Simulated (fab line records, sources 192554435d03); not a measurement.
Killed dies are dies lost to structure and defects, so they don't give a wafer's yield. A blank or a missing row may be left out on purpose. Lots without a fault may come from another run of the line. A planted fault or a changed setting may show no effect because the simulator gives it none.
Problem report in the 8D (eight disciplines) form, filled by code | flow n5_finfet | the parts of the form that need people (team, actions taken, sign-off) are left out

1. THE PROBLEM
cathode_dc_power_W at N5_MOL_CONTACT_COAG_SPUTTER_130 reads a mean of 2823.5 W on 2 wafers of 2 lots; wafers without a fault read 3000.0 W with a standard deviation of 0.54. That is -99 or more standard deviations from the usual mean.
The step: material Co, target thk 47.5 nm.
First seen on wafer L699.2, day 8 15:32, on pvd_sputter-03. The record holds 26 wafers of 9 lots with a number at this step. Rule for "out", or "out of limits": more than 4 standard deviations from the usual mean. The other wafers with a number count as sound.

2. WHAT IT IS AND WHAT IT IS NOT
question                    | is                 | is not
which readings at this step | cathode_dc_power_W | throttle_valve_pct
which lots                  | L699, L701         | L685, L686, L688, L689, L705, L706, L707
which wafers of those lots  | L699.2, L701.2     | L699.3, L699.5, L701.5, L701.6
read on which tools         | pvd_sputter-03     | pvd_sputter-01, pvd_sputter-02
when                        | from day 8 15:32   | up to then (13 sound wafers); but 11 sound wafers of L701, L705, L706, L707 came after

3. SUSPECTS, AND WHAT RULES EACH OUT
Counting: a tool at a process step up to the reading stays a suspect if it ran every lot that is out. Sound lots after the first of them don't rule it out here, since some wafers of a struck lot are sound.
- rie_diel-01 at N5_MOL_CONTACT_COAG_ETCH_105 (etches SiARC in CF4, target depth 15.6 nm, time 26 s): kept. It ran every lot that is out, first L699 (day 8 09:50); its last sound lot up to then is L688 (day 5 15:58).
- rie_diel-01 at N5_MOL_CONTACT_COAG_ETCH_110 (etches Si in CF4/O2, target depth 2.5 nm, time 8 s): kept. It ran every lot that is out, first L699 (day 8 10:03); its last sound lot up to then is L688 (day 5 16:11).
- pvd_sputter-03 at N5_MOL_CONTACT_COAG_SPUTTER_130 (material Co, target thk 47.5 nm): kept. It ran every lot that is out, first L699 (day 8 15:32); its last sound lot up to then is L688 (day 5 22:38). Its own readings are out on those wafers: cathode_dc_power_W.
Left after counting: rie_diel-01 at N5_MOL_CONTACT_COAG_ETCH_105, rie_diel-01 at N5_MOL_CONTACT_COAG_ETCH_110, pvd_sputter-03 at N5_MOL_CONTACT_COAG_SPUTTER_130.

4. THE CAUSE (what the simulator had put in)
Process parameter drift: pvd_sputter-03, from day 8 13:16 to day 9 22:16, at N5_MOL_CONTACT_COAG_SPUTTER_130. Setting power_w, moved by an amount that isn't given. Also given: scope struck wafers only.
Counting left 3 suspects, and this tool is among them.

5. THE CHAIN OF EFFECTS, in route order
Each row: a reading whose mean over the struck wafers that have a number lies more than 3 standard deviations from the usual. Only readings for which the record gives a usual standard deviation are gone through. hours: the time from each lot's start at the first step in this table that gives one to its start at this step, as a median over the lots. sigmas: the change in usual standard deviations.
hours | step                            | reading            | usual    | on struck wafers | change | sigmas
0     | N5_MOL_CONTACT_COAG_SPUTTER_130 | cathode_dc_power_W | 3000.0 W | 2823.5           | -176.5 | -99 or more
The process steps in it:
- N5_MOL_CONTACT_COAG_SPUTTER_130: material Co, target thk 47.5 nm.
Later measuring or inspecting steps at which every struck wafer that the step has a row for has a number for every such reading, and none has moved that far: N5_BEOL_M4_RC_MEAS_101.

6. WHAT WOULD HAVE CAUGHT IT SOONER
In this record the first reading out of limits was taken at day 8 15:32, 2 hours after the fault began at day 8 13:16.
